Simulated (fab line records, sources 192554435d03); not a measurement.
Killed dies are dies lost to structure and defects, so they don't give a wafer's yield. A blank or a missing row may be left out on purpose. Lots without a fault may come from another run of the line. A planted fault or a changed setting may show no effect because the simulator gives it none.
fab line records | flow n5_finfet
record lots=5 wafers=13 last_day=19
route steps=1938 shown BEOL_M2@846 PASSIVATION@1936
lots that met no fault: from a run of the same line without faults
start_h: hours from the record's first day to the start of the lot's first wafer shown | wait_h: hours since the lot's step before | " the same as in the row above | L1.1+2: a row that stands for several wafers | - no value, or no start given | * or withheld: withheld | < > ~ a bound
route shown NAME@n: a module of which the file shows steps, and the number in the route of the first | usual: mean/standard deviation of fault-free wafers | same: alike in all rows | chamber/n: place in a boat | sites: the reading at each site | _std_site: their standard deviation | _edge_site: outer sites' mean less inner sites' | radius_mm: how far each site lies from the wafer's centre | mask NAME#n: copy n | behind: the tool/chamber that last shaped the wafer | hold: why the lot was held/for how many hours/how that ended | device: the transistor (n, p or np) that didn't switch | end of line: the same wafers' tests at the end of the route | a step without rows: its recipe alone | killed: dies lost to structure and defects at the first sort, not the wafer's yield | map: a wafer's dies, x killed, . not, _ none there
set.NAME: the setting as run; set.NAME@STEP: as run at that earlier step | model.NAME: the simulator's own value behind a step, which no gauge read
lots at some steps of the route; a table a step, a row a wafer
services: from which hour (start_h, from the record's first day; less than 0 if before it) a tool's chamber was out of use, for how many hours, and why
## steps
# step N5_BEOL_M2_COAT_62
# recipe resist=SiARC temp_c=220 time_s=60 spin_rpm=1500 resist_thk_nm=12
# step N5_BEOL_M2_COAT_73
# recipe resist=underlayer temp_c=205 time_s=60 spin_rpm=1500 resist_thk_nm=5
# step N5_BEOL_M2_COAT_05
# recipe resist=CAR-EUV spin_rpm=1500 resist_thk_nm=30
# step N5_BEOL_M2_EBR_07
# recipe solvent=PGMEA ebr_width_mm=1.5
# step N5_BEOL_M2_SOFTBAKE_06
# recipe temp_c=110 time_s=60 resist=CAR-EUV
# step N5_BEOL_M2_EXPOSE_08
# recipe mask_id=M2 na=0.33 source_shape=dipole sigma_inner=0.369 sigma_outer=0.767 polarization=unpolarized dose_mj=41.25
# step N5_BEOL_M2_PEB_09
# recipe peb_temp_c=100 peb_time_s=60 resist=CAR-EUV
# step N5_BEOL_M2_DEVELOP_10
# recipe develop_time_s=30 developer=TMAH resist=CAR-EUV rinse_liquid=surfactant_rinse dry=air_spin dev_temp_c=23
# step N5_BEOL_M2_CD_MEAS_11
# recipe target_cd_nm=16.79 landing_energy_ev=500 detector=se_inlens polarity=opening
# usual cd_nm=16.78/0.23
# columns lot.wafer tool chamber start_h wait_h cd_nm
L456.3 cd_sem-01 0 183.87 - 16.87
L456.4 " 0 " " 16.59
L456.6 " 0 " " 16.67
L460.3 cd_sem-03 0 214.39 - 17.14
L460.4 " 0 " " 16.90
L460.5 " 0 " " 16.79
L464.6 cd_sem-03 0 228.12 - 17.11
L466.3 cd_sem-01 0 240.28 - 16.75
L466.4 " 0 " " 16.37
L466.5 " 0 " " 17.03
L469.1 cd_sem-03 0 302.74 - 16.85
L469.4 " 0 " " 16.85
L469.5 " 0 " " 16.99
# step N5_BEOL_M2_OVL_MEAS_12
# recipe points_per_wafer=522
# usual M2_OVL=0.1/0.66
# columns lot.wafer tool chamber start_h wait_h M2_OVL[nm]
L456.3 overlay-01 0 183.91 0.0 -1.1
L456.4 " 0 " " 0.4
L456.6 " 0 " " -0.9
L460.3 overlay-01 0 214.43 0.0 0.2
L460.4 " 0 " " 0.6
L460.5 " 0 " " 0.5
L464.6 overlay-02 0 228.17 0.1 0.1
L466.3 overlay-01 0 240.32 0.0 0.0
L466.4 " 0 " " 0.3
L466.5 " 0 " " -0.1
L469.1 overlay-01 0 302.77 0.0 -0.5
L469.4 " 0 " " 0.6
L469.5 " 0 " " -1.2
# step N5_BEOL_M2_DESCUM_16
# recipe chemistry=O2 time_s=7 source_power_w=50 bias_power_w=20 pressure_mtorr=20 rf_frequency_hz=2.712e+07 temp_c=40 resist=CAR-EUV o2_flow_sccm=225
# usual bias_power_w=20.00/0.056 drypump_motor_current_A=5.8/0.4 oes_product_au=0.79/0.1 rf_vpp_V=243.5/1.5 showerhead_plenum_p_Torr=2.11/0.081 throttle_valve_pct=20.48/0.28
# columns lot.wafer tool chamber start_h wait_h bias_power_w drypump_motor_current_A oes_product_au rf_hours_counter_h rf_vpp_V showerhead_plenum_p_Torr throttle_valve_pct
L456.3 rie_diel-01 3 184.17 0.2 20.03 5.6 0.93 12 245.0 2.23 20.66
L456.4 " 2 " " 19.94 5.5 0.88 44 243.7 2.13 20.28
L456.6 " 1 " " 20.05 6.1 0.89 - 243.0 2.12 20.07
L460.3 rie_diel-03 1 214.51 0.0 19.99 6.1 0.98 4 242.7 2.05 19.78
L460.4 " 3 " " 19.96 5.1 0.71 - 240.8 1.99 20.74
L460.5 " 0 " " 20.03 6.2 0.69 - 244.1 2.16 20.72
L464.6 rie_diel-03 2 228.49 0.3 20.00 5.2 1.02 - 242.6 2.07 20.47
L466.3 rie_diel-05 2 241.00 0.6 19.99 6.1 0.71 199 246.0 2.17 20.76
L466.4 " 3 " " 20.07 6.1 0.70 - 242.3 1.99 20.53
L466.5 " 2 " " 19.96 6.1 0.71 - 243.1 2.17 20.76
L469.1 rie_diel-01 2 302.87 0.0 20.11 5.6 0.82 86 243.5 2.12 20.35
L469.4 " 0 " " 20.01 5.2 0.75 142 245.5 2.18 20.48
L469.5 " 2 " " 20.09 5.5 0.83 - 242.7 2.12 20.35
# step N5_BEOL_M2_ETCH_74
# recipe chemistry=N2/H2 target=underlayer target_depth_a=65 mask_material=CAR-EUV time_s=5.2 ion_energy_ev=200 pressure_mtorr=30 source_w=840 bias_w=150 n2_flow_sccm=200 h2_flow_sccm=200 ends=cleared
# usual drypump_motor_current_A=5.8/0.4 etch_rf_on_time_s=5.25/0.12 oes_product_au=0.67/0.087 rf_vpp_V=524/3.1 showerhead_plenum_p_Torr=2.56/0.1 throttle_valve_pct=17.85/0.23
# columns lot.wafer tool chamber start_h wait_h drypump_motor_current_A etch_rf_on_time_s oes_product_au rf_hours_counter_h rf_vpp_V showerhead_plenum_p_Torr throttle_valve_pct
L456.3 rie_diel-01 3 184.21 0.0 5.7 5.25 0.79 12 530 2.72 18.08
L456.4 " 2 " " 5.6 5.18 0.76 44 524 2.59 17.70
L456.6 " 1 " " 6.1 4.99 0.76 - 521 2.59 17.64
L460.3 rie_diel-03 1 214.54 0.0 6.1 5.25 0.84 4 521 2.50 17.28
L460.4 " 3 " " 5.2 5.34 0.60 - 520 2.41 18.03
L460.5 " 0 " " 6.2 5.31 0.57 - 526 2.62 18.06
L464.6 rie_diel-03 2 228.51 0.0 5.2 6.28 0.77 - 522 2.48 17.57
L466.3 rie_diel-05 2 241.04 0.0 6.1 5.25 0.61 199 527 2.63 18.06
L466.4 " 3 " " 6.1 5.16 0.60 - 521 2.40 17.84
L466.5 " 2 " " 6.1 5.25 0.61 - 524 2.63 18.07
L469.1 rie_diel-01 2 302.90 0.0 5.5 5.26 0.70 86 524 2.57 17.74
L469.4 " 0 " " 5.1 5.41 0.62 142 526 2.65 17.82
L469.5 " 2 " " 5.5 5.26 0.71 - 525 2.57 17.73
# step N5_BEOL_M2_ETCH_63
# recipe chemistry=CF4 target=SiARC target_depth_a=156 mask_material=CAR-EUV time_s=26 ion_energy_ev=80 pressure_mtorr=40 source_w=545 bias_w=36 Ar_flow_sccm=100 cf4_flow_sccm=100 ends=cleared
# usual drypump_motor_current_A=5.8/0.4 etch_rf_on_time_s=26.3/0.6 oes_product_au=0.67/0.087 rf_vpp_V=184.3/1.3 showerhead_plenum_p_Torr=2.16/0.081 throttle_valve_pct=15.65/0.28
# columns lot.wafer tool chamber start_h wait_h drypump_motor_current_A etch_rf_on_time_s oes_product_au rf_hours_counter_h rf_vpp_V showerhead_plenum_p_Torr throttle_valve_pct
L456.3 rie_diel-01 3 184.22 0.0 5.7 26.6 0.78 12 184.2 2.29 15.85
L456.4 " 2 " " 5.6 26.3 0.75 45 183.7 2.17 15.40
L456.6 " 1 " " 6.1 25.5 0.76 - 183.8 2.17 15.29
L460.3 rie_diel-03 1 214.56 0.0 6.1 26.4 0.83 4 183.0 2.11 15.02
L460.4 " 3 " " 5.1 27.2 0.60 - 183.7 2.04 15.95
L460.5 " 0 " " 6.2 26.9 0.58 - 186.2 2.21 15.93
L464.6 rie_diel-03 2 228.54 0.0 5.2 25.7 0.87 - 185.0 2.11 15.45
L466.3 rie_diel-05 2 241.05 0.0 6.1 27.0 0.61 199 186.0 2.20 15.85
L466.4 " 3 " " 6.1 26.0 0.60 - 182.4 2.03 15.71
L466.5 " 2 " " 6.1 27.0 0.61 - 185.1 2.20 15.84
L469.1 rie_diel-01 2 302.92 0.0 5.5 26.4 0.70 86 184.7 2.16 15.48
L469.4 " 0 " " 5.2 26.9 0.63 142 185.9 2.23 15.66
L469.5 " 2 " " 5.6 26.2 0.70 - 184.4 2.16 15.47
# step N5_PASSIVATION_PROBE_49
# usual defect_limited_yield=91.3/1.7 killed_at_M0_to_M3=33/9.9 killed_at_M4_up=14/6.4 killed_at_contacts=12/7 killed_at_front_end=41/13 killed_at_other=3.1/2.9 killed_dies=103/20 killed_open=67/14 killed_short=34/9.4 sort_bin_4_leakage=0.03/0.24 sort_bin_5_function=5.1/1.1 sort_bin_6_memory=3.2/0.79 sort_n_pass=1077/21 sort_yield_pct=91.2/1.7
# same gross_dies=1180 killed_at_back_side=0 sort_bin_8_speed[%]=0
# columns lot.wafer tool chamber start_h wait_h defect_limited_yield[%] killed_at_M0_to_M3 killed_at_M4_up killed_at_contacts killed_at_front_end killed_at_other killed_dies killed_open killed_short sort_bin_4_leakage[%] sort_bin_5_function[%] sort_bin_6_memory[%] sort_n_pass sort_yield_pct[%]
L456.3 prober-01 - 305.09 0.1 88.6 57 2 8 65 3 135 81 50 0.08 7.2 4.1 1044 88.5
L456.4 prober-01 - 305.14 0.2 90.8 37 11 8 50 3 109 71 38 0 5.7 3.1 1071 90.8
L456.6 prober-01 - 305.24 0.3 91.8 37 8 8 38 6 97 63 32 0 4.8 3.2 1083 91.8
L460.3 prober-01 - 345.55 0.1 88.6 33 33 15 49 5 135 91 36 0 6.4 4.1 1045 88.6
L460.4 prober-01 - 345.60 0.2 91.9 24 24 19 27 1 95 74 20 0 4.8 2.9 1085 91.9
L460.5 prober-01 - 345.65 0.2 92.0 24 12 14 41 3 94 64 27 0 5.0 2.5 1086 92.0
L466.3 prober-01 - 402.55 0.1 94.1 31 4 12 16 7 70 48 19 0 2.7 3.0 1110 94.1
L466.4 prober-01 - 402.60 0.2 92.1 33 8 14 35 3 93 66 25 0 4.2 3.4 1087 92.1
L466.5 prober-01 - 402.65 0.2 92.6 26 8 12 32 9 87 52 31 0 4.4 3.0 1093 92.6
L469.1 prober-01 - 467.40 0.0 91.4 26 22 3 50 0 101 69 32 0 4.7 3.5 1079 91.4
L469.4 prober-01 - 467.55 0.2 89.2 44 17 14 50 2 127 84 43 0 6.8 3.6 1053 89.2
L469.5 prober-01 - 467.60 0.2 91.2 23 19 7 54 1 104 75 28 0 5.8 2.8 1076 91.2
# killed by level:class
L456.3 FIN_SAQP:geometric_particle:short=14 BEOL_M3:geometric_particle:open=14 STI_FIN_REVEAL:geometric_particle:open=13 BEOL_M0_SAQP:geometric_particle:short=12 DUMMY_GATE:geometric_particle:open=9 BEOL_M0_SAQP:geometric_particle:open=9 FIN_SAQP:geometric_particle:open=7 MOL_CONTACT_COAG:geometric_particle:open=7
L456.4 STI_FIN_REVEAL:geometric_particle:open=30 BEOL_M3:geometric_particle:open=7 MOL_CONTACT_COAG:geometric_particle:open=7 BEOL_M0_SAQP:geometric_particle:short=7 FIN_SAQP:geometric_particle:short=6 BEOL_M0_SAQP:geometric_particle:open=6 BEOL_M4:geometric_particle:short=6 BEOL_M2:geometric_particle:open=5
L456.6 FIN_SAQP:geometric_particle:short=11 BEOL_M0_SAQP:geometric_particle:open=10 BEOL_M2:geometric_particle:open=10 STI_FIN_REVEAL:geometric_particle:open=8 MOL_CONTACT_COAG:geometric_particle:open=8 FIN_SAQP:geometric_particle:open=7 BEOL_M0_SAQP:geometric_particle:short=7 BEOL_M1:geometric_particle:open=5
L460.3 BEOL_M4:geometric_particle:open=16 MOL_CONTACT_COAG:geometric_particle:open=13 DUMMY_GATE:geometric_particle:open=12 BEOL_M0_SAQP:geometric_particle:short=9 BEOL_M1:geometric_particle:open=8 STARTING-WAFER:geometric_particle:short=7 BEOL_M0_SAQP:geometric_particle:open=7 BEOL_M2:geometric_particle:open=6
L460.4 MOL_CONTACT_COAG:geometric_particle:open=13 BEOL_M4:geometric_particle:open=11 FIN_SAQP:geometric_particle:open=8 BEOL_M3:geometric_particle:open=7 DUMMY_GATE:geometric_particle:open=6 BEOL_M0_SAQP:geometric_particle:short=6 MOL_CONTACT_COAG:geometric_particle:short=5 BEOL_M5:geometric_particle:open=5
L460.5 FIN_SAQP:geometric_particle:open=13 MOL_CONTACT_COAG:geometric_particle:open=12 BEOL_M2:geometric_particle:open=8 FIN_SAQP:geometric_particle:short=6 BEOL_M0_SAQP:geometric_particle:open=5 BEOL_M4:geometric_particle:open=5 STI_FIN_REVEAL:geometric_particle:open=4 BEOL_M0_SAQP:geometric_particle:short=4
L466.3 MOL_CONTACT_COAG:geometric_particle:open=12 DUMMY_GATE:geometric_particle:open=6 BEOL_M3:geometric_particle:open=6 BEOL_M2:geometric_particle:open=5 BEOL_M1:geometric_particle:short=4 MIM_TOP_ETCH:geometric_particle:short=4 MIM_TOP_ETCH:geometric_particle:open=3 BEOL_M0:geometric_particle:open=3
L466.4 BEOL_M3:geometric_particle:open=11 MOL_CONTACT_COAG:geometric_particle:open=11 STARTING-WAFER:geometric_particle:open=7 DUMMY_GATE:geometric_particle:open=5 BEOL_M0:geometric_particle:open=5 FIN_CUT:geometric_particle:open=4 STI_FIN_REVEAL:geometric_particle:open=3 GATE_CUT:geometric_particle:open=3
L466.5 BEOL_M3:geometric_particle:open=13 MOL_CONTACT_COAG:geometric_particle:open=11 STI_FIN_REVEAL:geometric_particle:open=8 STARTING-WAFER:geometric_particle:short=6 GATE_CUT:geometric_particle:short=5 BEOL_M2:geometric_particle:open=4 MIM_TOP_ETCH:geometric_particle:short=3 STARTING-WAFER:geometric_particle:open=3
L469.1 BEOL_M4:geometric_particle:open=16 STI_FIN_REVEAL:geometric_particle:open=15 BEOL_M3:geometric_particle:open=10 FIN_SAQP:geometric_particle:short=6 BEOL_M1:geometric_particle:open=6 DUMMY_GATE:geometric_particle:open=5 BEOL_M0_SAQP:geometric_particle:short=5 STI_FIN_REVEAL:geometric_particle:short=4
L469.4 STI_FIN_REVEAL:geometric_particle:open=18 MOL_CONTACT_COAG:geometric_particle:open=10 BEOL_M1:geometric_particle:open=10 BEOL_M3:geometric_particle:open=10 FIN_SAQP:geometric_particle:open=8 BEOL_M1:geometric_particle:short=8 BEOL_M4:geometric_particle:open=8 BEOL_M0_SAQP:geometric_particle:short=6
L469.5 STI_FIN_REVEAL:geometric_particle:open=12 FIN_SAQP:geometric_particle:open=10 BEOL_M3:geometric_particle:open=10 FIN_SAQP:geometric_particle:short=9 BEOL_M4:geometric_particle:open=9 DUMMY_GATE:geometric_particle:open=6 MOL_CONTACT_COAG:geometric_particle:open=6 BEOL_M1:geometric_particle:open=4
## services
# columns tool chamber start_h hours kind
rie_diel-05 0 175.21 1.2 repair
rie_diel-03 1 192.64 - clean
rie_diel-03 1 192.64 - consumable_replace:focus_ring
rie_diel-03 1 192.64 15.9 scheduled_down
rie_diel-03 1 192.64 15.9 vent_cycle
rie_diel-03 2 208.58 - clean
rie_diel-03 2 208.58 - consumable_replace:focus_ring
rie_diel-03 2 208.58 19.2 scheduled_down
rie_diel-03 2 208.58 19.2 vent_cycle
rie_diel-01 - 216.73 1.2 repair
rie_diel-05 0 218.65 - clean
rie_diel-05 0 218.65 - consumable_replace:focus_ring
rie_diel-05 0 218.65 - consumable_replace:showerhead
rie_diel-05 1 237.91 6.5 repair
rie_diel-05 1 244.59 - clean
rie_diel-05 1 244.59 - consumable_replace:focus_ring
rie_diel-05 1 244.59 22.0 scheduled_down
rie_diel-03 0 258.93 7.9 repair
rie_diel-03 1 266.71 8.6 repair
rie_diel-03 1 289.50 8.2 repair
rie_diel-03 0 302.02 - clean
rie_diel-03 0 302.02 - consumable_replace:focus_ring
rie_diel-03 0 302.02 32.1 scheduled_down
rie_diel-03 0 302.02 32.1 vent_cycle
## key
first_sign step=N5_BEOL_M2_ETCH_74 reading=etch_rf_on_time_s direction=up sigmas=8.7 usual=* struck=*
effect none on later readings
met_at N5_BEOL_M2_ETCH_74
struck_wafers L464.6
rows_end L464.6
earlier_fault kind=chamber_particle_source tool=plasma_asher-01 chamber=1 onset_h=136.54 steps=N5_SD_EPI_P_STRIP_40 rate_per_visit_cm2=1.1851
fault kind=process_parameter_drift tool=rie_diel-03 chamber=2 onset_h=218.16 steps=N5_BEOL_M2_ETCH_74 channel=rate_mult offset=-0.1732 shape=step
# rows_end: these wafers met a further fault down the route, and their rows from its step on are left out
